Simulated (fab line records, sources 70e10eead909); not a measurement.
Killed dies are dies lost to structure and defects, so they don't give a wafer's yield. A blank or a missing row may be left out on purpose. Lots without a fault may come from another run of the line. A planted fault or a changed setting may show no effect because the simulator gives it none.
fab line records | flow nand_harc
record lots=6 wafers=18 last_day=33
route steps=1302 shown P_M0@282 P_M1@285 END@1302
lots that met no fault: from a run of the same line without faults
start_h: hours from the record's first day to the start of the lot's first wafer shown | wait_h: hours since the lot's step before | " the same as in the row above | L1.1+2: a row that stands for several wafers | - no value, or no start given | * or withheld: withheld | < > ~ a bound
route shown NAME@n: a module of which the file shows steps, and the number in the route of the first | usual: mean/standard deviation of fault-free wafers | same: alike in all rows | chamber/n: place in a boat | sites: the reading at each site | _std_site: their standard deviation | _edge_site: outer sites' mean less inner sites' | radius_mm: how far each site lies from the wafer's centre | mask NAME#n: copy n | behind: the tool/chamber that last shaped the wafer | hold: why the lot was held/for how many hours/how that ended | device: the transistor (n, p or np) that didn't switch | end of line: the same wafers' tests at the end of the route | a step without rows: its recipe alone | killed: dies lost to structure and defects at the first sort, not the wafer's yield | map: a wafer's dies, x killed, . not, _ none there
set.NAME: the setting as run; set.NAME@STEP: as run at that earlier step | model.NAME: the simulator's own value behind a step, which no gauge read
lots at some steps of the route; a table a step, a row a wafer
services: from which hour (start_h, from the record's first day; less than 0 if before it) a tool's chamber was out of use, for how many hours, and why
## steps
# step NHARC_P_M0_INSPECT_27
# usual raw_defect_count=320/140
# columns lot.wafer tool chamber start_h wait_h raw_defect_count
L401.1 defect_inspect-01 - 174.05 0.0 283
L401.2 " - " " 289
L401.4 " - " " 339
L405.3 defect_inspect-01 - 219.39 0.0 256
L405.4 " - " " 246
L405.5 " - " " 374
L409.1 defect_inspect-01 - 253.20 0.0 314
L409.3 " - " " 239
L409.4 " - " " 233
L411.3 defect_inspect-01 - 270.84 0.0 410
L411.4 " - " " 305
L411.6 " - " " 291
L418.1 defect_inspect-01 - 346.95 0.0 387
L418.5 " - " " 412
L418.6 " - " " 313
L419.2 defect_inspect-01 - 357.68 0.0 398
L419.4 " - " " 222
L419.5 " - " " 282
# step NHARC_P_M0_PRE_CLEAN_31
# recipe time_s=12 temp_c=370 rf_power_w=300 gas=NH3
# usual heater_power_w=608/76
# columns lot.wafer tool chamber start_h wait_h heater_power_w
L401.1 pecvd-01 0 174.12 0.1 631
L401.2 " 1 " " 602
L401.4 " 1 " " 606
L405.3 pecvd-03 2 219.45 0.1 648
L405.5 " 2 " " 638
L405.4 " 1 " " 744
L409.1 pecvd-04 2 253.27 0.1 449
L409.3 " 0 " " 655
L409.4 " 1 " " 691
L411.3 pecvd-03 0 270.94 0.1 551
L411.4 " 2 " " 641
L411.6 " 0 " " 537
L418.1 pecvd-01 0 347.02 0.1 569
L418.6 " 1 " " 497
L418.5 " 2 " " 615
L419.2 pecvd-01 1 357.75 0.1 617
L419.4 " 1 " " 592
L419.5 " 0 " " 623
# step NHARC_P_M0_DEP_32
# recipe target_thk_a=300 temp_c=370 target_thk_nm=30 pressure_torr=3 flow_sccm=200 rf_w=450 material=SiCN
# usual chamber_pressure_Torr=3.000/0.0063 heater_power_w=561/63
# columns lot.wafer tool chamber start_h wait_h chamber_pressure_Torr heater_power_w
L401.1 pecvd-01 0 174.20 0.1 2.990 569
L401.2 " 1 " " 2.999 511
L401.4 " 1 " " 2.991 520
L405.3 pecvd-03 2 219.53 0.1 2.999 549
L405.5 " 2 " " 2.997 533
L405.4 " 1 " " 3.009 695
L409.1 pecvd-04 2 253.35 0.1 2.996 464
L409.3 " 0 " " 2.990 639
L409.4 " 1 " " 3.009 656
L411.3 pecvd-03 0 271.07 0.1 3.009 572
L411.4 " 2 " " 3.005 537
L411.6 " 0 " " 3.001 587
L418.1 pecvd-01 0 347.10 0.1 2.984 476
L418.6 " 1 " " 2.991 523
L418.5 " 2 " " 2.997 517
L419.2 pecvd-01 1 357.83 0.1 3.003 540
L419.4 " 1 " " 2.999 554
L419.5 " 0 " " 2.999 562
# step NHARC_P_M1_DEP_00
# recipe target_thk_a=1825 target_thk_nm=182.5 temp_c=withheld pressure_torr=5 flow_sccm=200 rf_w=600 material=SiOC
# step NHARC_P_M1_DEHYDRATE_01
# recipe temp_c=150 time_s=120
# step NHARC_P_M1_HMDS_02
# recipe time_s=30
# step NHARC_P_M1_COAT_34
# recipe temp_c=200 time_s=65
# step NHARC_P_M1_COAT_03
# recipe spin_rpm=1500 resist_thk_nm=90
# step NHARC_P_M1_SOFTBAKE_04
# recipe temp_c=105 time_s=55
# step NHARC_P_M1_EBR_05
# step NHARC_P_M1_EXPOSE_06
# recipe na=1.35 target_cd_nm=130 dose_mj=81.88 mask_id=P_M1
# step NHARC_P_M1_PEB_07
# recipe peb_temp_c=100 peb_time_s=65
# usual chill_plate_temp_C=22.99/0.093 heater_power_total_W=156.5/0.43 plate_temp_C=99.98/0.12
# columns lot.wafer tool chamber start_h wait_h chill_plate_temp_C heater_power_total_W plate_temp_C
L401.1 litho_track-06 0 175.34 0.1 23.01 156.0 100.04
L401.2 " 0 " " 23.03 157.0 99.89
L401.4 " 0 " " 23.00 156.9 99.86
L405.3 litho_track-01 0 220.86 0.0 22.87 156.3 100.11
L405.4 " 0 " " 22.96 157.1 100.05
L405.5 " 0 " " 22.99 156.4 100.04
L409.1 litho_track-01 0 254.52 0.1 22.88 160.0 101.84
L409.3 " 0 " " 22.85 160.8 101.72
L409.4 " 0 " " 22.85 160.7 101.75
L411.3 litho_track-01 0 272.03 0.0 23.04 159.9 101.68
L411.4 " 0 " " 22.99 160.9 101.62
L411.6 " 0 " " 23.12 159.7 101.65
L418.1 litho_track-04 0 348.38 0.1 22.98 156.8 100.15
L418.5 " 0 " " 23.04 156.7 99.90
L418.6 " 0 " " 23.05 156.0 100.06
L419.2 litho_track-01 0 358.88 0.1 22.86 157.1 99.94
L419.4 " 0 " " 23.08 157.2 100.04
L419.5 " 0 " " 22.95 157.0 100.07
# step NHARC_P_M1_DEVELOP_08
# recipe develop_time_s=35 dev_temp_c=23
# step NHARC_P_M1_CD_MEAS_09
# recipe target_cd_nm=130 landing_energy_ev=500
# usual cd_nm=130.0/0.59
# columns lot.wafer tool chamber start_h wait_h cd_nm
L401.1 cd_sem-02 0 175.42 - 129.6
L401.2 " 0 " " 130.2
L401.4 " 0 " " 129.8
L405.3 cd_sem-01 0 220.94 - 130.0
L405.4 " 0 " " 129.4
L405.5 " 0 " " 128.5
L409.1 cd_sem-02 0 254.59 - 136.8
L409.3 " 0 " " 136.1
L409.4 " 0 " " 136.2
L411.3 cd_sem-01 0 272.11 - 136.3
L411.4 " 0 " " 136.2
L411.6 " 0 " " 136.1
L418.1 cd_sem-01 0 348.46 - 130.6
L418.5 " 0 " " 131.4
L418.6 " 0 " " 130.3
L419.2 cd_sem-02 0 358.96 - 129.3
L419.4 " 0 " " 130.1
L419.5 " 0 " " 128.6
# step NHARC_P_M1_OVL_MEAS_10
# recipe pitch_nm=260
# usual overlay_x_nm=0.2/0.74 overlay_y_nm=0.3/0.77
# columns lot.wafer tool chamber start_h wait_h overlay_x_nm overlay_y_nm
L401.1 overlay-01 - 175.51 - 0.6 -0.6
L401.2 " - " " 0.7 -0.5
L401.4 " - " " 0.4 -0.1
L405.3 overlay-01 - 221.02 - -0.4 0.1
L405.4 " - " " -0.5 -0.3
L405.5 " - " " -0.4 0.2
L409.1 overlay-02 - 254.68 - 0.6 -0.5
L409.3 " - " " -0.2 -0.7
L409.4 " - " " 0.0 -0.8
L411.3 overlay-01 - 272.20 - 0.4 -0.6
L411.4 " - " " 0.4 -0.4
L411.6 " - " " 0.2 -0.3
L418.1 overlay-01 - 348.55 - -0.5 -0.2
L418.5 " - " " -0.2 -0.5
L418.6 " - " " -0.3 0.0
L419.2 overlay-02 - 359.04 - 0.5 0.4
L419.4 " - " " 0.4 0.3
L419.5 " - " " 0.6 -0.1
# step NHARC_P_M1_INSPECT_11
# usual raw_defect_count=4.6/2.5
# columns lot.wafer tool chamber start_h wait_h raw_defect_count
L401.1 defect_inspect-02 - 175.54 0.0 4
L401.2 " - " " 4
L401.4 " - " " 3
L405.3 defect_inspect-02 - 221.06 0.0 8
L405.4 " - " " 3
L405.5 " - " " 7
L409.1 defect_inspect-01 - 254.72 0.0 3
L409.3 " - " " 6
L409.4 " - " " 3
L411.3 defect_inspect-02 - 272.23 0.0 11
L411.4 " - " " 3
L411.6 " - " " 11
L418.1 defect_inspect-01 - 348.58 0.0 5
L418.5 " - " " 4
L418.6 " - " " 6
L419.2 defect_inspect-02 - 359.08 0.0 6
L419.4 " - " " 2
L419.5 " - " " 4
# step NHARC_P_M1_DESCUM_14
# recipe time_s=3 o2_flow_sccm=200 ar_flow_sccm=0 bias_power_w=0 chemistry=O2
# usual drypump_motor_current_A=5.7/0.46 oes_product_au=1.000/0.0066 rf_vpp_V=58.0/0.87 showerhead_plenum_p_Torr=1.94/0.073 throttle_valve_pct=11.312/0.0096
# columns lot.wafer tool chamber start_h wait_h drypump_motor_current_A oes_product_au rf_hours_counter_h rf_vpp_V showerhead_plenum_p_Torr throttle_valve_pct model.P_M1.cd_nm
L401.2 rie_diel-09 1 175.61 0.1 6.6 0.995 2 57.7 1.79 11.309 130.2
L401.4 " 2 " " 6.1 0.994 2 57.1 1.91 11.319 129.8
L401.1 " 0 " " 5.0 1.006 2 57.7 1.91 11.312 129.7
L405.3 rie_diel-07 2 221.13 0.1 5.3 0.998 5 58.4 2.02 11.306 130.4
L405.4 " 3 " " 5.7 1.007 6 57.4 1.93 11.325 129.8
L405.5 " 0 " " 5.5 0.997 - 59.6 1.98 11.313 129.1
L409.4 rie_diel-07 0 254.78 0.1 5.5 1.007 9 57.7 1.98 11.316 135.8
L409.1 " 1 " " 6.3 1.003 9 58.3 1.89 11.312 136.6
L409.3 " 3 " " 5.7 0.997 8 58.6 1.93 11.313 136.3
L411.3 rie_diel-07 0 272.31 0.1 5.5 0.997 10 57.5 1.98 11.312 136.4
L411.4 " 1 " " 6.2 1.004 10 58.3 1.89 11.322 136.1
L411.6 " 2 " " 5.4 0.997 - 59.9 2.02 11.318 136
L418.1 rie_diel-07 0 348.66 0.1 5.5 1.005 2 58.7 1.98 11.306 130.4
L418.6 " 1 " " 6.2 0.989 - 58.6 1.89 11.329 130.4
L418.5 " 0 " " 5.5 1.005 - 57.6 1.98 11.316 130.8
L419.2 rie_diel-07 2 359.14 0.1 5.3 0.993 4 56.2 2.02 11.312 129
L419.4 " 2 " " 5.3 0.994 - 59.2 2.02 11.326 129.2
L419.5 " 1 " " 6.2 0.994 - 56.8 1.89 11.308 128.6
# step NHARC_P_M1_ETCH_35
# recipe target_depth_a=400 overetch_a=120 time_s=43.94 ion_energy_ev=200 n2_flow_sccm=150 h2_flow_sccm=150 ar_flow_sccm=0 rf_w=400 bias_w=150 chemistry=N2/H2
# usual drypump_motor_current_A=5.8/0.46 oes_product_au=0.998/0.007 rf_vpp_V=431.4/2.4 showerhead_plenum_p_Torr=2.07/0.08 throttle_valve_pct=14.170/0.0076
# columns lot.wafer tool chamber start_h wait_h drypump_motor_current_A oes_product_au rf_hours_counter_h rf_vpp_V showerhead_plenum_p_Torr throttle_valve_pct
L401.4 rie_diel-09 1 175.71 0.1 6.6 0.987 2 427.8 1.91 14.168
L401.1 " 2 " " 6.1 0.992 2 430.7 2.04 14.188
L401.2 " 3 " " 5.3 0.992 2 436.3 2.20 14.169
L405.4 rie_diel-07 0 221.20 0.1 5.5 1.001 7 433.0 2.12 14.171
L405.3 " 3 " " 5.7 1.004 6 432.5 2.06 14.153
L405.5 " 1 " " 6.2 1.004 - 430.0 2.02 14.175
L409.3 rie_diel-07 1 254.87 0.1 6.2 0.981 9 429.9 2.02 14.175
L409.4 " 2 " " 5.4 0.993 8 433.6 2.15 14.155
L409.1 " 3 " " 5.6 0.989 8 431.2 2.06 14.168
L411.3 rie_diel-07 0 272.84 0.5 5.5 0.991 10 432.1 2.12 14.171
L411.4 " 2 " " 5.3 1.005 8 433.5 2.15 14.180
L411.6 " 0 " " 5.5 0.995 - 432.3 2.12 14.174
L418.1 rie_diel-07 1 348.80 0.1 6.2 1.000 3 429.4 2.01 14.163
L418.5 " 0 " " 5.5 1.013 - 433.6 2.11 14.172
L418.6 " 1 " " 6.2 1.002 - 431.3 2.02 14.166
L419.2 rie_diel-07 1 359.29 0.1 6.2 0.996 4 430.3 2.01 14.158
L419.4 " 1 " " 6.2 0.994 - 430.6 2.01 14.180
L419.5 " 2 " " 5.4 0.988 - 434.7 2.15 14.171
# step NHARC_P_M1_ETCH_15
# recipe target_depth_a=1825 time_s=91.2 c4f8_flow_sccm=withheld ar_flow_sccm=400 rf_w=600 bias_w=300 chemistry=C4F8/Ar
# usual oes_product_au=0.952/0.022 rf_vpp_V=441.5/2.4
# columns lot.wafer tool chamber start_h wait_h oes_product_au rf_hours_counter_h rf_vpp_V
L401.2 rie_diel-09 1 - - 0.947 2 438.4
L401.4 " 2 " " 0.937 2 440.4
L401.1 " 3 " " 0.941 2 445.0
L405.4 rie_diel-07 2 - - 0.982 5 444.5
L405.3 " 3 " " 0.988 6 440.8
L405.5 " 0 " " 0.960 - 442.1
L409.1 rie_diel-07 1 - - 0.913 9 439.4
L409.4 " 3 " " 0.936 8 441.9
L409.3 " 0 " " 0.933 9 442.0
L411.3 rie_diel-07 3 - - 0.916 8 442.4
L411.4 " 1 " " 0.930 10 441.2
L411.6 " 2 " " 0.931 - 445.3
L418.1 rie_diel-07 0 348.91 0.1 0.960 3 442.3
L418.6 " 0 " " 0.964 - 443.3
L418.5 " 1 " " 0.957 - 440.7
L419.2 rie_diel-07 1 359.40 0.1 0.939 5 438.6
L419.4 " 1 " " 0.935 - 439.6
L419.5 " 2 " " 0.926 - 443.9
# step NHARC_P_M1_CD_MEAS_16
# usual cd_nm=129.9/0.6
# columns lot.wafer tool chamber start_h wait_h cd_nm
L401.1 cd_sem-02 - 175.93 - 129.3
L401.2 " - " " 130.1
L401.4 " - " " 130.1
L405.3 cd_sem-01 - 221.43 - 130.4
L405.4 " - " " 129.5
L405.5 " - " " 128.9
L409.1 cd_sem-02 - 255.08 - 136.5
L409.3 " - " " 136.7
L409.4 " - " " 135.8
L411.3 cd_sem-02 - 273.07 - 135.9
L411.4 " - " " 135.5
L411.6 " - " " 135.3
L418.1 cd_sem-01 - 349.09 0.2 130.1
L418.5 " - " " 130.0
L418.6 " - " " 129.8
L419.2 cd_sem-01 - 359.58 0.2 128.8
L419.4 " - " " 128.9
L419.5 " - " " 128.2
# step NHARC_P_M1_STRIP_18
# recipe power_w=1000 n2_flow_sccm=150 h2_flow_sccm=150 ar_flow_sccm=0 bias_w=0 chemistry=N2/H2
# usual drypump_motor_current_A=5.8/0.48 oes_product_au=0.999/0.0072 rf_vpp_V=90.9/1 showerhead_plenum_p_Torr=2.06/0.088 throttle_valve_pct=14.170/0.0093
# columns lot.wafer tool chamber start_h wait_h drypump_motor_current_A oes_product_au rf_hours_counter_h rf_vpp_V showerhead_plenum_p_Torr throttle_valve_pct
L401.1 rie_diel-13 2 176.03 0.1 6.0 1.007 0 92.5 2.20 14.173
L401.4 " 0 " " 6.4 1.010 0 90.6 2.05 14.178
L401.2 " 1 " " 5.3 0.998 0 92.2 2.13 14.167
L405.3 rie_diel-07 0 221.49 0.1 5.5 0.991 7 91.7 2.12 14.170
L405.4 " 3 " " 5.7 0.996 6 92.5 2.06 14.162
L405.5 " 0 " " 5.5 1.000 - 90.7 2.12 14.175
L409.4 rie_diel-13 3 255.18 0.1 5.8 0.988 22 89.2 1.96 14.188
L409.3 " 0 " " 6.4 0.994 24 90.1 2.04 14.189
L409.1 " 1 " " 5.3 0.994 29 91.0 2.12 14.177
L411.3 rie_diel-09 1 273.14 0.1 6.6 0.997 11 89.8 1.90 14.193
L411.4 " 2 " " 6.1 0.998 11 91.7 2.03 14.170
L411.6 " 2 " " 6.1 0.992 - 90.3 2.03 14.181
L418.1 rie_diel-07 1 349.21 0.1 6.2 0.986 3 92.9 2.01 14.165
L418.6 " 0 " " 5.5 1.002 - 89.9 2.11 14.154
L418.5 " 1 " " 6.2 0.994 - 91.3 2.01 14.172
L419.4 rie_diel-09 1 359.65 0.1 6.6 0.996 2 90.2 1.90 14.161
L419.2 " 0 " " 5.0 1.017 2 90.8 2.03 14.164
L419.5 " 1 " " 6.6 1.006 - 89.8 1.90 14.166
# step NHARC_P_M1_ETCH_28
# recipe target_depth_a=300 over_etch_frac=0.3 time_s=72.99 ion_energy_ev=150 cf4_flow_sccm=50 n2_flow_sccm=100 ar_flow_sccm=150 rf_w=300 bias_w=100 chemistry=CF4/N2
# usual drypump_motor_current_A=5.7/0.49 oes_product_au=0.999/0.0077 rf_vpp_V=314.8/1.8 showerhead_plenum_p_Torr=2.66/0.1 throttle_valve_pct=19.794/0.0091
# columns lot.wafer tool chamber start_h wait_h drypump_motor_current_A oes_product_au rf_hours_counter_h rf_vpp_V showerhead_plenum_p_Torr throttle_valve_pct model.P_M1.cd_nm
L401.1 rie_diel-13 0 - - 6.4 0.998 0 315.1 2.64 19.787 129.3
L401.4 " 2 " " 6.0 1.001 0 317.7 2.81 19.804 129.7
L401.2 " 3 " " 5.8 0.985 0 311.7 2.54 19.798 130.2
L405.4 rie_diel-07 1 - - 6.2 1.003 6 314.7 2.60 19.794 129.6
L405.3 " 2 " " 5.4 1.001 5 317.7 2.76 19.807 129.9
L405.5 " 0 " " 5.5 1.001 - 316.0 2.72 19.801 129.3
L409.1 rie_diel-13 3 - - 5.8 0.994 22 312.0 2.53 19.792 137.4
L409.4 " 0 " " 6.4 1.001 24 313.5 2.63 19.782 136.9
L409.3 " 2 " " 6.0 1.005 25 315.9 2.80 19.782 136.9
L411.4 rie_diel-09 3 - - 5.2 0.986 11 316.9 2.81 19.782 135.3
L411.3 " 2 " " 6.1 0.992 11 313.9 2.62 19.793 136.2
L411.6 " 0 " " 5.0 1.008 - 313.6 2.61 19.797 135.3
L418.1 rie_diel-07 0 349.56 0.3 5.5 1.000 3 314.7 2.71 19.791 130.2
L418.6 " 0 " " 5.5 1.004 - 314.5 2.71 19.796 130.1
L418.5 " 1 " " 6.2 0.998 - 313.0 2.60 19.798 129.8
L419.4 rie_diel-09 3 - - 5.2 0.984 3 317.7 2.81 19.799 129.4
L419.2 " 0 " " 5.0 1.006 2 314.4 2.61 19.775 128.7
L419.5 " 3 " " 5.3 1.000 - 317.2 2.81 19.803 129
# step NHARC_P_M1_STRIP_19
# recipe time_s=600 temp_c=30 chemistry=post_etch_residue_remover
# step NHARC_END_SORT_01
# recipe temp_c=25
# usual defect_limited_yield=90/3.3 killed_at_array=61/22 killed_at_other=0.8/1 killed_at_periphery=3.8/2.3 killed_dies=66/22 killed_open=3.2/1.9 killed_short=2.8/1.8
# same gross_dies=677
# columns lot.wafer tool chamber start_h wait_h defect_limited_yield[%] killed_at_array killed_at_other killed_at_periphery killed_dies killed_open killed_short
L401.1 prober-01 0 608.52 2.5 91 55 0 4 59 8 5
L401.2 prober-01 0 609.32 2.8 92 50 0 5 55 7 1
L401.4 prober-01 0 610.90 3.4 93 46 0 2 48 0 3
L405.3 prober-02 0 651.84 3.1 92 52 0 5 57 3 3
L405.4 prober-02 0 652.64 3.4 93 42 0 3 45 3 4
L405.5 prober-02 0 653.44 3.7 91 53 1 8 62 2 2
# killed by level:class
L401.1 A_CHANNEL_HOLE_D2:chamber_film_flake=32 A_CONTACT:chamber_film_flake=5 A_DECK1_JOINT:chamber_film_flake=3 A_ONON_D1:geometric_particle:open=2 A_ONON_D2:geometric_particle:short=2 A_CHANNEL_HOLE_D1:chamber_film_flake=2 P_CONTACT:geometric_particle:open=1 A_SOURCE_PLATE:geometric_particle:open=1
L401.2 A_CHANNEL_HOLE_D2:chamber_film_flake=35 A_CONTACT:chamber_film_flake=4 A_CHANNEL_HOLE_D1:chamber_film_flake=3 P_CONTACT:geometric_particle:open=2 A_DECK1_JOINT:chamber_film_flake=2 P_ZERO_WELL:geometric_particle:short=1 A_CHANNEL_FILL_D1:geometric_particle:open=1 A_DECK1_JOINT:geometric_particle:open=1
L401.4 A_CHANNEL_HOLE_D2:chamber_film_flake=29 A_CONTACT:chamber_film_flake=9 A_CHANNEL_HOLE_D1:chamber_film_flake=3 A_CHANNEL_FILL_D2:geometric_particle:short=2 A_DECK1_JOINT:chamber_film_flake=2 A_CHANNEL_HOLE_D1:geometric_particle:short=1 P_STI:chamber_film_flake=1 P_GATE:chamber_film_flake=1
L405.3 A_SLIT:chamber_film_flake=27 A_CHANNEL_HOLE_D2:chamber_film_flake=9 A_CHANNEL_HOLE_D1:chamber_film_flake=4 A_CHANNEL_FILL_D1:geometric_particle:short=2 A_CONTACT:geometric_particle:open=2 P_GATE:chamber_film_flake=2 P_BONDPAD:chamber_film_flake=2 A_STAIRCASE:chamber_film_flake=2
L405.4 A_SLIT:chamber_film_flake=20 A_CHANNEL_HOLE_D2:chamber_film_flake=11 A_CHANNEL_FILL_D1:geometric_particle:open=2 P_GATE:chamber_film_flake=2 A_CONTACT:chamber_film_flake=2 P_GATE:geometric_particle:short=1 A_ONON_D1:geometric_particle:short=1 A_ONON_D2:geometric_particle:short=1
L405.5 A_SLIT:chamber_film_flake=27 A_CHANNEL_HOLE_D2:chamber_film_flake=8 A_CONTACT:chamber_film_flake=8 P_BONDPAD:chamber_film_flake=4 P_GATE:chamber_film_flake=3 A_CHANNEL_HOLE_D1:chamber_film_flake=3 A_BONDPAD:chamber_film_flake=2 A_M1:geometric_particle:open=1
## services
# columns tool chamber start_h hours kind
litho_track-01 - 155.00 7.0 pm
rie_diel-09 2 158.61 1.7 repair
pecvd-04 1 163.69 4.2 repair
rie_diel-13 - 165.22 9.0 pm
pecvd-03 - 173.08 2.4 repair
rie_diel-07 - 174.76 2.2 repair
pecvd-03 - 185.00 13.0 pm
pecvd-01 1 212.34 20.4 repair
rie_diel-13 0 249.69 2.7 repair
rie_diel-13 0 258.78 4.7 repair
rie_diel-13 3 262.69 16.8 repair
rie_diel-07 - 266.91 4.6 repair
pecvd-04 1 271.63 17.4 repair
rie_diel-13 1 283.02 23.5 repair
rie_diel-09 2 286.83 1.6 repair
rie_diel-07 - 294.30 9.0 pm
pecvd-01 - 311.14 13.0 pm
rie_diel-09 - 320.10 9.0 pm
litho_track-01 - 330.00 7.0 pm
rie_diel-07 3 339.67 20.3 repair
rie_diel-13 - 344.48 9.0 pm
rie_diel-07 2 346.36 4.1 repair
rie_diel-07 0 353.71 10.8 repair
rie_diel-07 2 354.92 4.1 repair
## key
first_sign step=NHARC_P_M1_PEB_07 reading=plate_temp_C direction=up sigmas=14 usual=* struck=*
effect step=NHARC_P_M1_PEB_07 reading=heater_power_total_W direction=up sigmas=8.8 usual=* struck=*
effect step=NHARC_P_M1_CD_MEAS_09 reading=cd_nm direction=up sigmas=11 usual=130.0 struck=136.3 through=control_loop
effect step=NHARC_P_M1_CD_MEAS_16 reading=cd_nm direction=up sigmas=10 usual=129.9 struck=135.9 through=control_loop
model_effect step=NHARC_P_M1_DESCUM_14 value=P_M1.cd_nm without=130.6 struck=136.2
model_effect step=NHARC_P_M1_ETCH_28 value=P_M1.cd_nm without=130.7 struck=136.3
met_at NHARC_P_M1_PEB_07
struck_wafers L409.1,L409.3,L409.4,L411.3,L411.4,L411.6
loop_trim step=NHARC_P_M1_EXPOSE_06 setting=dose lots=L411
onset_between 220.86 254.52
fault kind=process_parameter_drift tool=litho_track-01 chamber=- onset_h=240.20 steps=NHARC_P_M1_PEB_07 channel=peb_temp_c offset=* shape=step end_h=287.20 acts_in=* stated=*
# loop_trim: a control loop set the setting to another value than it would have without faults
